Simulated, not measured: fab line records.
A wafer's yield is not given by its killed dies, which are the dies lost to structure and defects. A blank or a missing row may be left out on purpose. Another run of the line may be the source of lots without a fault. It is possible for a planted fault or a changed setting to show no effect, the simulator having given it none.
fab line records -- flow n5-finfet -- part 1 of 2: steps 1 to 14 of 24
[record] lots = 5, wafers = 15, last-day = 17
route steps=1938 shown BEOL_M0_CUTY@710 BEOL_M0@715
lots untouched by any fault: they come from a run of this same line in which no faults occurred
start-h: the number of hours between the record's first day and the start of the first shown wafer of the lot -- wait-h: hours from the lot's prior step to this one -- " repeats the value in the row above -- L1.1+2: one row covering several wafers at once -- - no value, or no start was given -- * or withheld: withheld -- < > ~ a bound
route shown NAME@n: names a module that has steps shown in the file, with the first one's number in the route -- usual: average and standard deviation across the fault-free wafers -- same: alike in all rows -- chamber/n: place in a boat -- sites: per-site readings -- _std_site: standard deviation across them -- _edge_site: mean of outer sites minus mean of inner sites -- radius-mm: for every site, how far away it sits from the centre of the wafer -- mask NAME#n: copy n -- behind: tool/chamber where the wafer was last shaped -- hold: the reason the lot was held/the length of the hold in hours/how it ended -- device: the n, p or np transistor that did not switch -- end of line: tests of these same wafers at the route's end -- step lacking rows: just its recipe -- killed: not the wafer's yield, but the dies lost to structure and defects at the first sort -- map: dies across one wafer; x = killed, . = not, _ = none there
set.NAME: the setting as run; set.NAME@STEP: as run at that earlier step -- model.NAME: the simulator's own value behind a step, which no gauge read
lots at selected steps of the route; one table per step, one row per wafer
services: the hour from which a tool's chamber was out of use, counted from the record's first day as start-h (under 0 if before that day), plus the number of hours and why
[[steps]]
[step N5_BEOL_M0_CUTY_INSPECT_59]
[recipe] mode = adi, inspect-instrument = macro
[usual] raw-defect-count = 2.1/1.3
lot.wafer,tool,chamber,start-h,wait-h,raw-defect-count
L076.2,defect-inspect-01,-,129.08,0.0,2
L076.4,defect-inspect-01,-,129.08,0.0,1
L076.6,defect-inspect-01,-,129.08,0.0,4
L078.2,defect-inspect-02,-,137.39,0.0,4
L078.4,defect-inspect-02,-,137.39,0.0,3
L078.6,defect-inspect-02,-,137.39,0.0,1
L082.2,defect-inspect-01,-,169.20,0.0,2
L082.3,defect-inspect-01,-,169.20,0.0,1
L082.6,defect-inspect-01,-,169.20,0.0,3
L090.1,defect-inspect-01,-,210.90,0.0,3
L090.3,defect-inspect-01,-,210.90,0.0,2
L090.4,defect-inspect-01,-,210.90,0.0,1
L094.1,defect-inspect-01,-,237.33,0.0,1
L094.2,defect-inspect-01,-,237.33,0.0,2
L094.6,defect-inspect-01,-,237.33,0.0,3
[step N5_BEOL_M0_CUTY_DESCUM_61]
[recipe] chemistry = O2, time-s = 7.9, source-power-w = 50, bias-power-w = 20, pressure-mtorr = 20, rf-frequency-hz = 2.712e+07, temp-c = 40, resist = CAR-ArF-block, o2-flow-sccm = 225
[usual] drypump-motor-current-A = 5.6/0.47, oes-product-au = 0.80/0.097, rf-vpp-V = 243.2/1.5, showerhead-plenum-p-Torr = 2.11/0.076, throttle-valve-pct = 20.5/0.31
lot.wafer,tool,chamber,start-h,wait-h,drypump-motor-current-A,oes-product-au,rf-hours-counter-h,rf-vpp-V,showerhead-plenum-p-Torr,throttle-valve-pct
L076.2,rie-diel-05,1,129.12,0.0,5.5,0.79,99,241.5,2.05,20.7
L076.4,rie-diel-05,0,129.12,0.0,4.7,0.91,23,243.5,2.14,20.2
L076.6,rie-diel-05,1,129.12,0.0,5.5,0.79,-,241.4,2.05,20.7
L078.2,rie-diel-01,3,137.42,0.0,5.6,0.79,91,243.2,2.12,20.2
L078.4,rie-diel-01,2,137.42,0.0,5.9,0.70,246,241.0,2.01,21.2
L078.6,rie-diel-01,3,137.42,0.0,5.6,0.79,-,244.6,2.12,20.2
L082.2,rie-diel-05,3,169.33,0.1,6.3,0.92,20,243.8,2.08,20.0
L082.3,rie-diel-05,2,169.33,0.1,5.7,0.67,228,244.0,2.07,20.7
L082.6,rie-diel-05,3,169.33,0.1,6.3,0.93,-,242.2,2.08,20.0
L090.1,rie-diel-01,0,211.05,0.1,5.8,0.91,20,244.6,2.14,20.5
L090.3,rie-diel-01,2,211.05,0.1,5.9,0.95,9,246.9,2.27,20.7
L090.4,rie-diel-01,3,211.05,0.1,5.6,0.76,121,242.2,2.11,20.3
L094.1,rie-diel-05,0,237.37,0.0,4.7,0.84,61,243.0,2.13,20.2
L094.2,rie-diel-05,1,237.37,0.0,5.6,0.77,136,242.6,2.04,20.7
L094.6,rie-diel-05,0,237.37,0.0,4.7,0.84,-,241.7,2.13,20.2
[step N5_BEOL_M0_CUTY_ETCH_62]
[recipe] chemistry = CF4, target = SiARC, mask-material = CAR-ArF-block, time-s = 58.5, ion-energy-ev = 80, pressure-mtorr = 40, source-w = 545, bias-w = 36, Ar_flow_sccm = 100, cf4-flow-sccm = 100, ends = cleared
[usual] cf4-flow-sccm = 100.0/0.3, drypump-motor-current-A = 5.6/0.47, etch-rf-on-time-s = 58.7/1.5, oes-product-au = 0.68/0.081, rf-vpp-V = 184.1/1.3, showerhead-plenum-p-Torr = 2.15/0.075, throttle-valve-pct = 15.60/0.29
lot.wafer,tool,chamber,start-h,wait-h,cf4-flow-sccm,drypump-motor-current-A,etch-rf-on-time-s,oes-product-au,rf-hours-counter-h,rf-vpp-V,showerhead-plenum-p-Torr,throttle-valve-pct
L076.2,rie-diel-05,1,129.15,0.0,99.8,5.6,59.3,0.69,99,183.0,2.08,15.66
L076.4,rie-diel-05,0,129.15,0.0,100.5,4.7,57.0,0.78,23,184.8,2.19,15.30
L076.6,rie-diel-05,1,129.15,0.0,100.0,5.6,59.1,0.69,-,183.3,2.08,15.65
L078.2,rie-diel-01,3,137.46,0.0,99.6,5.6,58.9,0.67,91,183.4,2.15,15.32
L078.4,rie-diel-01,2,137.46,0.0,100.1,5.9,59.3,0.60,246,181.2,2.03,16.11
L078.6,rie-diel-01,3,137.46,0.0,99.8,5.6,59.3,0.68,-,184.2,2.15,15.31
L082.2,rie-diel-05,3,169.36,0.0,100.2,6.3,58.3,0.79,20,184.2,2.12,15.17
L082.3,rie-diel-05,2,169.36,0.0,99.3,5.8,57.3,0.59,228,184.8,2.10,15.83
L082.6,rie-diel-05,3,169.36,0.0,99.7,6.3,58.5,0.78,-,183.5,2.12,15.17
L090.1,rie-diel-01,0,211.09,0.0,100.0,5.8,59.6,0.77,20,183.3,2.19,15.55
L090.3,rie-diel-01,2,211.09,0.0,100.2,5.9,57.2,0.82,9,184.4,2.28,15.60
L090.4,rie-diel-01,3,211.09,0.0,100.2,5.6,59.8,0.65,121,185.2,2.14,15.38
L094.1,rie-diel-05,0,237.40,0.0,100.1,4.7,58.3,0.72,61,184.3,2.18,15.39
L094.2,rie-diel-05,1,237.40,0.0,100.1,5.6,60.0,0.65,136,181.8,2.06,15.73
L094.6,rie-diel-05,0,237.40,0.0,100.3,4.7,58.4,0.72,-,183.1,2.18,15.37
[step N5_BEOL_M0_CUTY_ETCH_63]
[recipe] chemistry = N2/H2, target = SOC, target-depth-a = 827, overetch-a = 165, mask-material = SiARC, temp-c = 40, ion-energy-ev = 200, time-s = 124, pressure-mtorr = 30, source-w = 840, bias-w = 150, n2-flow-sccm = 200, h2-flow-sccm = 200
[usual] drypump-motor-current-A = 5.6/0.47, oes-product-au = 0.66/0.075, rf-vpp-V = 523.9/2.8, showerhead-plenum-p-Torr = 2.53/0.095, throttle-valve-pct = 17.7/0.41
lot.wafer,tool,chamber,start-h,wait-h,drypump-motor-current-A,oes-product-au,rf-hours-counter-h,rf-vpp-V,showerhead-plenum-p-Torr,throttle-valve-pct
L076.2,rie-diel-05,1,129.20,0.0,5.6,0.67,99,520.2,2.45,17.8
L076.4,rie-diel-05,0,129.20,0.0,4.7,0.74,23,525.2,2.60,17.4
L076.6,rie-diel-05,1,129.20,0.0,5.6,0.67,-,521.1,2.45,17.8
L078.2,rie-diel-01,3,137.51,0.0,5.6,0.65,91,524.6,2.56,17.4
L078.4,rie-diel-01,2,137.51,0.0,5.9,0.57,246,519.0,2.38,18.1
L078.6,rie-diel-01,3,137.51,0.0,5.6,0.66,-,525.7,2.56,17.4
L082.2,rie-diel-05,3,169.41,0.0,6.3,0.76,20,522.3,2.46,17.0
L082.3,rie-diel-05,2,169.41,0.0,5.7,0.56,228,521.6,2.48,17.9
L082.6,rie-diel-05,3,169.41,0.0,6.3,0.76,-,523.1,2.46,17.1
L090.1,rie-diel-01,0,211.14,0.0,5.8,0.74,21,525.4,2.59,17.8
L090.3,rie-diel-01,2,211.14,0.0,5.9,0.78,9,528.7,2.69,17.6
L090.4,rie-diel-01,3,211.14,0.0,5.6,0.63,121,523.5,2.55,17.5
L094.1,rie-diel-05,0,237.45,0.0,4.7,0.69,61,524.1,2.59,17.4
L094.2,rie-diel-05,1,237.45,0.0,5.6,0.63,136,521.5,2.43,17.8
L094.6,rie-diel-05,0,237.45,0.0,4.7,0.68,-,525.8,2.59,17.5
[step N5_BEOL_M0_CUTY_STRIP_64]
[recipe] chemistry = N2/H2, temp-c = 40, n2-flow-sccm = 200, h2-flow-sccm = 200, rf-frequency-hz = 6e+07
lot.wafer,tool,chamber,start-h,wait-h
L076.2+4+6,rie-diel-05,"1,0,1",129.31,0.1
L078.2+4+6,rie-diel-01,"3,2,3",137.62,0.1
L082.2+3+6,rie-diel-05,"3,2,3",169.52,0.1
L090.1+3+4,rie-diel-01,"0,2,3",211.25,0.1
L094.1+2+6,rie-diel-05,"0,1,0",237.56,0.1
[step N5_BEOL_M0_ETCH_138]
[recipe] chemistry = CH3F/O2, target-depth-a = 120, target = SiCN, time-s = 31.6, ion-energy-ev = 120, pressure-mtorr = 30, source-w = 395, bias-w = 75, Ar_flow_sccm = 150, CH3F_flow_sccm = 30, O2_flow_sccm = 20, ends = cleared
[usual] drypump-motor-current-A = 5.6/0.47, etch-rf-on-time-s = 28.9/1.2, oes-product-au = 0.68/0.082, rf-vpp-V = 297.4/1.7, showerhead-plenum-p-Torr = 2.01/0.078, throttle-valve-pct = 16.33/0.27
lot.wafer,tool,chamber,start-h,wait-h,drypump-motor-current-A,etch-rf-on-time-s,oes-product-au,rf-hours-counter-h,rf-vpp-V,showerhead-plenum-p-Torr,throttle-valve-pct
L076.2,rie-diel-05,1,129.32,0.0,5.6,27.2,0.70,99,296.5,1.93,16.29
L076.4,rie-diel-05,0,129.32,0.0,4.7,27.7,0.78,23,297.8,2.06,16.05
L076.6,rie-diel-05,1,129.32,0.0,5.6,26.9,0.70,-,296.2,1.93,16.29
L078.2,rie-diel-01,3,137.63,0.0,5.6,29.9,0.68,91,298.0,2.02,16.07
L078.4,rie-diel-01,2,137.63,0.0,5.9,32.2,0.58,246,295.3,1.90,16.85
L078.6,rie-diel-01,3,137.63,0.0,5.6,30.3,0.67,-,298.1,2.02,16.09
L082.2,rie-diel-05,3,169.53,0.0,6.3,28.0,0.79,20,295.8,1.99,15.93
L082.3,rie-diel-05,2,169.53,0.0,5.7,29.4,0.57,228,296.2,1.95,16.47
L082.6,rie-diel-05,3,169.53,0.0,6.3,29.5,0.78,-,296.5,1.99,15.93
L090.1,rie-diel-01,0,211.26,0.0,5.8,27.7,0.77,21,298.7,2.06,16.34
L090.3,rie-diel-01,2,211.26,0.0,5.9,26.4,0.82,9,299.1,2.14,16.36
L090.4,rie-diel-01,3,211.26,0.0,5.6,27.5,0.65,121,297.9,2.01,16.15
L094.1,rie-diel-05,0,237.57,0.0,4.7,29.4,0.71,61,297.9,2.04,16.13
L094.2,rie-diel-05,1,237.57,0.0,5.6,29.5,0.66,136,295.6,1.91,16.36
L094.6,rie-diel-05,0,237.57,0.0,4.7,28.8,0.71,-,298.1,2.04,16.13
[step N5_BEOL_M0_HM_OPEN_105]
[recipe] chemistry = Cl2/BCl3, target-depth-a = 120, target = TiN, ion-energy-ev = 150, pressure-mtorr = 10, icp-w = 1000, bias-w = 126, Cl2_flow_sccm = 53.25, bcl3-flow-sccm = 21.75, Ar_flow_sccm = 25
[usual] drypump-motor-current-A = 5.8/0.54, oes_ar_750_au = 0.72/0.11, oes-product-au = 0.71/0.11, throttle-valve-pct = 21.94/0.25
lot.wafer,tool,chamber,start-h,wait-h,drypump-motor-current-A,oes_ar_750_au,oes-product-au,rf-hours-counter-h,throttle-valve-pct
L076.2,rie-metal-02,0,130.19,0.8,6.5,0.63,0.62,128,22.16
L076.4,rie-metal-02,0,130.19,0.8,6.5,0.62,0.62,-,22.15
L076.6,rie-metal-02,1,130.19,0.8,6.2,0.63,0.62,-,21.93
L078.2,rie-metal-03,0,137.88,0.2,5.9,0.65,0.66,95,22.51
L078.4,rie-metal-03,1,137.88,0.2,5.4,0.92,0.91,-,21.94
L078.6,rie-metal-03,1,137.88,0.2,5.4,0.92,0.90,-,21.96
L082.2,rie-metal-01,1,170.85,1.3,5.8,0.81,0.78,35,21.63
L082.3,rie-metal-01,0,170.85,1.3,4.9,0.70,0.66,-,21.77
L082.6,rie-metal-01,0,170.85,1.3,4.9,0.70,0.66,-,21.78
L090.1,rie-metal-01,0,211.54,0.2,4.8,0.69,0.66,109,21.78
L090.3,rie-metal-01,1,211.54,0.2,5.8,0.78,0.78,-,21.65
L090.4,rie-metal-01,0,211.54,0.2,4.8,0.69,0.65,-,21.77
L094.1,rie-metal-02,1,238.85,1.2,6.2,0.61,0.60,126,21.95
L094.2,rie-metal-02,0,238.85,1.2,6.5,0.94,0.94,3,21.88
L094.6,rie-metal-02,1,238.85,1.2,6.2,0.61,0.61,-,21.95
[step N5_BEOL_M0_STRIP_140]
[recipe] chemistry = CF4, resist = SiARC, power-w = 300, bias-power-w = 75, pressure-mtorr = 50, cf4-flow-sccm = 150, rf-frequency-hz = 6e+07
[usual] cf4-flow-sccm = 150.0/0.45, drypump-motor-current-A = 5.5/0.43, oes-product-au = 0.79/0.091, rf-vpp-V = 271.5/1.9, showerhead-plenum-p-Torr = 1.81/0.065, throttle-valve-pct = 13.6/0.31
lot.wafer,tool,chamber,start-h,wait-h,cf4-flow-sccm,drypump-motor-current-A,oes-product-au,rf-hours-counter-h,rf-vpp-V,showerhead-plenum-p-Torr,throttle-valve-pct
L076.2,rie-diel-05,3,130.46,0.2,150.6,6.3,0.95,5,273.2,1.77,13.0
L076.4,rie-diel-05,1,130.46,0.2,150.7,5.6,0.80,99,271.0,1.75,13.7
L076.6,rie-diel-05,1,130.46,0.2,150.4,5.6,0.81,-,270.2,1.75,13.7
L078.2,rie-diel-03,1,138.24,0.3,149.8,5.0,0.68,244,269.3,1.70,13.9
L078.4,rie-diel-03,0,138.24,0.3,150.3,5.5,0.72,169,268.7,1.71,13.9
L078.6,rie-diel-03,1,138.24,0.3,150.0,5.0,0.68,-,267.0,1.70,13.9
L082.2,rie-diel-05,0,171.05,0.2,149.9,4.7,0.85,38,272.9,1.83,13.3
L082.3,rie-diel-05,2,171.05,0.2,149.5,5.7,0.67,229,271.1,1.77,13.9
L082.6,rie-diel-05,1,171.05,0.2,149.7,5.6,0.79,-,271.7,1.75,13.7
L090.1,rie-diel-05,0,211.73,0.1,149.1,4.7,0.84,52,270.8,1.82,13.3
L090.3,rie-diel-05,2,211.73,0.1,149.7,5.7,0.67,242,269.1,1.76,13.9
L090.4,rie-diel-05,1,211.73,0.1,149.3,5.6,0.77,126,268.1,1.74,13.7
L094.1,rie-diel-01,1,239.20,0.3,150.1,5.1,0.66,244,270.0,1.85,14.0
L094.2,rie-diel-01,0,239.20,0.3,150.1,5.8,0.88,29,272.2,1.82,13.5
L094.6,rie-diel-01,2,239.20,0.3,149.7,5.9,0.90,-,274.2,1.90,13.5
[step N5_BEOL_M0_STRIP_104]
[recipe] chemistry = N2/H2, power-w = 450, temp-c = 40, pressure-mtorr = 20, rf-frequency-hz = 6e+07, overash-fraction = 0.3, bias-power-w = 7, h2-frac = 0.5, n2-flow-sccm = 200, h2-flow-sccm = 200
[usual] drypump-motor-current-A = 5.5/0.43, oes-product-au = 0.80/0.1, rf-vpp-V = 59.1/1.6, showerhead-plenum-p-Torr = 2.55/0.1, throttle-valve-pct = 23.5/0.56
lot.wafer,tool,chamber,start-h,wait-h,drypump-motor-current-A,oes-product-au,rf-hours-counter-h,rf-vpp-V,showerhead-plenum-p-Torr,throttle-valve-pct
L076.2,rie-diel-05,3,130.48,0.0,6.4,0.99,5,59.4,2.46,22.7
L076.4,rie-diel-05,1,130.48,0.0,5.6,0.81,99,58.4,2.44,23.5
L076.6,rie-diel-05,1,130.48,0.0,5.6,0.80,-,60.2,2.44,23.5
L078.2,rie-diel-03,1,138.26,0.0,5.0,0.67,244,58.7,2.41,23.8
L078.4,rie-diel-03,0,138.26,0.0,5.5,0.75,169,56.7,2.43,24.4
L078.6,rie-diel-03,1,138.26,0.0,5.0,0.68,-,58.5,2.41,23.8
L082.2,rie-diel-05,0,171.07,0.0,4.7,0.88,38,61.2,2.59,23.1
L082.3,rie-diel-05,2,171.07,0.0,5.8,0.67,229,60.4,2.48,23.5
L082.6,rie-diel-05,1,171.07,0.0,5.6,0.78,-,59.1,2.44,23.5
L090.1,rie-diel-05,0,211.75,0.0,4.7,0.86,52,60.4,2.59,23.1
L090.3,rie-diel-05,2,211.75,0.0,5.8,0.64,242,57.9,2.47,23.5
L090.4,rie-diel-05,1,211.75,0.0,5.6,0.78,126,61.1,2.43,23.6
L094.1,rie-diel-01,1,239.22,0.0,5.0,0.66,244,57.6,2.62,24.6
L094.2,rie-diel-01,0,239.22,0.0,5.8,0.89,29,60.7,2.58,23.8
L094.6,rie-diel-01,2,239.22,0.0,5.9,0.92,-,59.7,2.68,23.3
[step N5_BEOL_M0_WET_ETCH_106]
[recipe] chemistry = DHF, dilution = 10:1, temp-c = 25, target = SiO2, target-depth-a = 1300, dry = ipa-marangoni, rinse-time-s = 30, rinse-temp-c = 23
[usual] bath-heat-duty-pct = 6.3/0.99
lot.wafer,tool,chamber,start-h,wait-h,bath-heat-duty-pct
L076.2,wet-bench-01,6,130.55,-,5.6
L076.4,wet-bench-01,5,130.55,-,4.8
L076.6,wet-bench-01,1,130.55,-,5.5
L078.2,wet-bench-01,2,138.32,-,4.3
L078.4,wet-bench-01,1,138.32,-,4.7
L078.6,wet-bench-01,3,138.32,-,6.4
L082.2,wet-bench-05,0,171.13,-,6.6
L082.3,wet-bench-05,1,171.13,-,5.5
L082.6,wet-bench-05,5,171.13,-,7.0
L090.1,wet-bench-06,3,211.82,-,6.8
L090.3,wet-bench-06,1,211.82,-,5.7
L090.4,wet-bench-06,2,211.82,-,5.8
L094.1,wet-bench-06,5,239.28,-,5.4
L094.2,wet-bench-06,0,239.28,-,5.6
L094.6,wet-bench-06,3,239.28,-,8.6
[step N5_BEOL_M0_ETCH_128]
[recipe] chemistry = CF4/N2, target-depth-a = 120, overetch-a = 51, target = SiCN, time-s = 21.4, ion-energy-ev = 150, pressure-mtorr = 40, source-w = 430, bias-w = 70, Ar_flow_sccm = 100, cf4-flow-sccm = 60, n2-flow-sccm = 60
[usual] cf4-flow-sccm = 59.98/0.17, drypump-motor-current-A = 5.6/0.43, oes-product-au = 0.56/0.067, rf-vpp-V = 383.0/2.1, showerhead-plenum-p-Torr = 2.23/0.079, throttle-valve-pct = 15.39/0.27
lot.wafer,tool,chamber,start-h,wait-h,cf4-flow-sccm,drypump-motor-current-A,oes-product-au,rf-hours-counter-h,rf-vpp-V,showerhead-plenum-p-Torr,throttle-valve-pct
L076.2,rie-diel-05,2,130.61,0.0,59.96,5.7,0.47,214,381.9,2.16,15.59
L076.4,rie-diel-05,3,130.61,0.0,59.82,6.3,0.66,5,381.2,2.18,14.89
L076.6,rie-diel-05,1,130.61,0.0,59.95,5.6,0.54,-,381.9,2.13,15.46
L078.2,rie-diel-03,2,138.38,0.0,59.89,6.0,0.63,23,383.7,2.34,15.07
L078.4,rie-diel-03,0,138.38,0.0,59.63,5.5,0.52,169,381.8,2.12,15.82
L078.6,rie-diel-03,2,138.38,0.0,59.75,6.0,0.63,-,385.4,2.34,15.08
L082.2,rie-diel-05,3,171.19,0.0,60.04,6.3,0.62,20,382.5,2.17,14.95
L082.3,rie-diel-05,0,171.19,0.0,60.26,4.7,0.60,38,382.9,2.26,15.16
L082.6,rie-diel-05,0,171.19,0.0,60.03,4.7,0.60,-,384.2,2.26,15.15
L090.1,rie-diel-03,1,211.92,0.1,60.02,5.0,0.61,10,386.1,2.36,15.32
L090.3,rie-diel-03,2,211.92,0.1,60.20,6.0,0.70,49,383.9,2.33,15.14
L090.4,rie-diel-03,0,211.92,0.1,59.98,5.5,0.47,193,380.6,2.11,15.86
L094.1,rie-diel-01,1,239.60,0.3,60.03,5.0,0.46,244,383.6,2.27,15.87
L094.2,rie-diel-01,2,239.60,0.3,59.94,5.9,0.64,18,387.0,2.34,15.44
L094.6,rie-diel-01,0,239.60,0.3,59.89,5.8,0.61,-,382.7,2.25,15.35
[step N5_BEOL_M0_TRENCH_ETCH_107]
[recipe] chemistry = C4F6/O2, target-depth-a = 328, target = SiOC, time-s = 16.4, ion-energy-ev = 250, pressure-mtorr = 30, source-w = 355, bias-w = 185, Ar_flow_sccm = 300, C4F6_flow_sccm = 10, O2_flow_sccm = 10
[usual] drypump-motor-current-A = 5.6/0.43, oes_ar_750_au = 0.81/0.09, oes-product-au = 0.81/0.097, rf-vpp-V = 667/21, showerhead-plenum-p-Torr = 2.88/0.11, throttle-valve-pct = 20.87/0.24
lot.wafer,tool,chamber,start-h,wait-h,drypump-motor-current-A,oes_ar_750_au,oes-product-au,rf-hours-counter-h,rf-vpp-V,showerhead-plenum-p-Torr,throttle-valve-pct
L076.2,rie-diel-05,2,130.65,0.0,5.7,0.70,0.68,214,642,2.78,20.84
L076.4,rie-diel-05,3,130.65,0.0,6.3,0.95,0.97,5,684,2.84,20.55
L076.6,rie-diel-05,1,130.65,0.0,5.6,0.81,0.81,-,703,2.74,20.84
L078.2,rie-diel-03,2,138.42,0.0,6.0,0.91,0.92,23,684,3.04,20.67
L078.4,rie-diel-03,0,138.42,0.0,5.5,0.72,0.72,169,661,2.74,21.37
L078.6,rie-diel-03,2,138.42,0.0,6.0,0.91,0.92,-,685,3.04,20.66
L082.2,rie-diel-05,3,171.23,0.0,6.3,0.91,0.92,20,685,2.83,20.56
L082.3,rie-diel-05,0,171.23,0.0,4.7,0.88,0.87,38,650,2.92,20.65
L082.6,rie-diel-05,0,171.23,0.0,4.7,0.88,0.88,-,650,2.92,20.66
L090.1,rie-diel-03,1,211.96,0.0,5.1,0.94,0.94,10,677,3.04,20.81
L090.3,rie-diel-03,2,211.96,0.0,6.0,0.87,0.88,49,684,3.03,20.71
L090.4,rie-diel-03,0,211.96,0.0,5.5,0.70,0.71,193,660,2.73,21.41
L094.1,rie-diel-01,1,239.65,0.0,5.0,0.68,0.66,244,636,2.92,21.29
L094.2,rie-diel-01,2,239.65,0.0,5.9,0.93,0.93,18,657,3.03,20.96
L094.6,rie-diel-01,0,239.65,0.0,5.8,0.88,0.88,-,655,2.92,20.97
[step N5_BEOL_M0_STRIP_142]
[recipe] chemistry = N2/H2, time-s = 10, power-w = 450, temp-c = 40, pressure-mtorr = 20, rf-frequency-hz = 6e+07, bias-power-w = 7, n2-flow-sccm = 200, h2-flow-sccm = 200
[usual] drypump-motor-current-A = 5.6/0.43, oes-product-au = 0.81/0.098, rf-vpp-V = 59.3/0.92, showerhead-plenum-p-Torr = 2.56/0.095, throttle-valve-pct = 23.4/0.53
lot.wafer,tool,chamber,start-h,wait-h,drypump-motor-current-A,oes-product-au,rf-hours-counter-h,rf-vpp-V,showerhead-plenum-p-Torr,throttle-valve-pct
L076.2,rie-diel-05,2,130.67,0.0,5.7,0.68,214,57.9,2.49,23.5
L076.4,rie-diel-05,3,130.67,0.0,6.3,0.97,5,59.6,2.46,22.7
L076.6,rie-diel-05,1,130.67,0.0,5.5,0.80,-,59.8,2.44,23.5
L078.2,rie-diel-03,2,138.45,0.0,6.0,0.91,23,61.7,2.68,22.9
L078.4,rie-diel-03,0,138.45,0.0,5.5,0.75,169,56.8,2.43,24.4
L078.6,rie-diel-03,2,138.45,0.0,6.0,0.92,-,59.6,2.68,22.9
L082.2,rie-diel-05,3,171.26,0.0,6.3,0.91,20,59.1,2.46,22.7
L082.3,rie-diel-05,0,171.26,0.0,4.7,0.87,38,58.0,2.59,23.1
L082.6,rie-diel-05,0,171.26,0.0,4.7,0.88,-,59.8,2.59,23.1
L090.1,rie-diel-03,1,211.99,0.0,5.0,0.93,10,60.3,2.72,23.6
L090.3,rie-diel-03,2,211.99,0.0,6.0,0.87,49,58.7,2.67,23.0
L090.4,rie-diel-03,0,211.99,0.0,5.5,0.72,193,59.2,2.42,24.5
L094.1,rie-diel-01,1,239.67,0.0,5.0,0.66,244,59.4,2.62,24.7
L094.2,rie-diel-01,2,239.67,0.0,6.0,0.92,18,58.2,2.68,23.3
L094.6,rie-diel-01,0,239.67,0.0,5.8,0.90,-,60.3,2.58,23.8
[step N5_BEOL_M0_OCD_MEAS_108]
[usual] trench-depth-nm = 32.8/0.75
lot.wafer,tool,chamber,start-h,wait-h,trench-depth-nm
L076.2,ocd-01,-,130.76,0.1,32.3
L076.4,ocd-01,-,130.76,0.1,33.7
L076.6,ocd-01,-,130.76,0.1,32.5
L078.2,ocd-01,-,138.53,0.1,34.2
L078.4,ocd-01,-,138.53,0.1,32.9
L078.6,ocd-01,-,138.53,0.1,34.1
L082.2,ocd-01,-,171.34,0.1,33.1
L082.3,ocd-01,-,171.34,0.1,32.7
L082.6,ocd-01,-,171.34,0.1,32.3
L090.1,ocd-01,-,212.07,0.1,33.5
L090.3,ocd-01,-,212.07,0.1,33.7
L090.4,ocd-01,-,212.07,0.1,32.8
L094.1,ocd-01,-,239.75,0.1,31.8
L094.2,ocd-01,-,239.75,0.1,32.9
L094.6,ocd-01,-,239.75,0.1,33.0
